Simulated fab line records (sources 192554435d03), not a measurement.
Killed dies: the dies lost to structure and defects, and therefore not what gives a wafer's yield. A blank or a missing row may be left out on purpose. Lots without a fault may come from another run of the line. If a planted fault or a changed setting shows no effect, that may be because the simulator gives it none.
Chamber matching :: flow n5_finfet :: rie_diel-03 running N5_BEOL_M2_ETCH_77: 4 sister chambers
The step etches underlayer in N2/H2, target depth 6.5 nm, time 5.2 s. 8 wafers are shown with their chamber, then 11 later ones without.

== EACH WAFER AND ITS CHAMBER ==
wafer: L076.4
chamber: 3
drypump_motor_current_A (A): 5.6
throttle_valve_pct (%): 18.40

wafer: L082.3
chamber: 3
drypump_motor_current_A (A): 5.6
throttle_valve_pct (%): 18.42

wafer: L086.4
chamber: 2
drypump_motor_current_A (A): 6.8
throttle_valve_pct (%): 17.91

wafer: L089.3
chamber: 0
drypump_motor_current_A (A): 6.0
throttle_valve_pct (%): 18.06

wafer: L089.5
chamber: 2
drypump_motor_current_A (A): 6.7
throttle_valve_pct (%): 17.95

wafer: L090.4
chamber: 1
drypump_motor_current_A (A): 6.5
throttle_valve_pct (%): 17.65

wafer: L090.6
chamber: 0
drypump_motor_current_A (A): 6.0
throttle_valve_pct (%): 18.06

wafer: L088.2
chamber: 1
drypump_motor_current_A (A): 6.4
throttle_valve_pct (%): 17.66

== WAFERS WITHOUT THEIR CHAMBER ==
wafer: L088.3
drypump_motor_current_A (A): 6.7
throttle_valve_pct (%): 17.93

wafer: L088.6
drypump_motor_current_A (A): 6.4
throttle_valve_pct (%): 17.63

wafer: L091.2
drypump_motor_current_A (A): 6.0
throttle_valve_pct (%): 18.05

wafer: L091.5
drypump_motor_current_A (A): 6.7
throttle_valve_pct (%): 17.91

wafer: L091.6
drypump_motor_current_A (A): 6.5
throttle_valve_pct (%): 17.62

wafer: L093.2
drypump_motor_current_A (A): 5.6
throttle_valve_pct (%): 17.95

wafer: L093.4
drypump_motor_current_A (A): 6.7
throttle_valve_pct (%): 17.90

wafer: L093.6
drypump_motor_current_A (A): 6.7
throttle_valve_pct (%): 17.91

wafer: L094.1
drypump_motor_current_A (A): 6.7
throttle_valve_pct (%): 17.92

wafer: L094.3
drypump_motor_current_A (A): 6.0
throttle_valve_pct (%): 18.06

wafer: L094.4
drypump_motor_current_A (A): 5.6
throttle_valve_pct (%): 18.00

== EACH ONE'S CHAMBER ==
wafer: L088.3
from the rows above: 2
in truth: 2

wafer: L088.6
from the rows above: 1
in truth: 1

wafer: L091.2
from the rows above: 0
in truth: 0

wafer: L091.5
from the rows above: 2
in truth: 2

wafer: L091.6
from the rows above: 1
in truth: 1

wafer: L093.2
from the rows above: 0
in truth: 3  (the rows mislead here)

wafer: L093.4
from the rows above: 2
in truth: 2

wafer: L093.6
from the rows above: 2
in truth: 2

wafer: L094.1
from the rows above: 2
in truth: 2

wafer: L094.3
from the rows above: 0
in truth: 0

wafer: L094.4
from the rows above: 0
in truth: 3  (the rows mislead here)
9 of 11 placed correctly. From these rows, 0 cannot be placed. Wrongly placed: 2.
How it was worked out, from the rows above alone: a wafer's distance from a chamber is the root of the sum, over the readings, of the square of ((its reading less the chamber's mean) divided by the reading's scatter). If the next closest chamber is less than 2 further off than the closest, the wafer can't be placed; otherwise it belongs to the closest. A chamber's mean is the mean of its shown wafers. The scatter: the root of (the sum of the squares of (reading less its chamber's mean) over the shown wafers, divided by (wafers less chambers)).
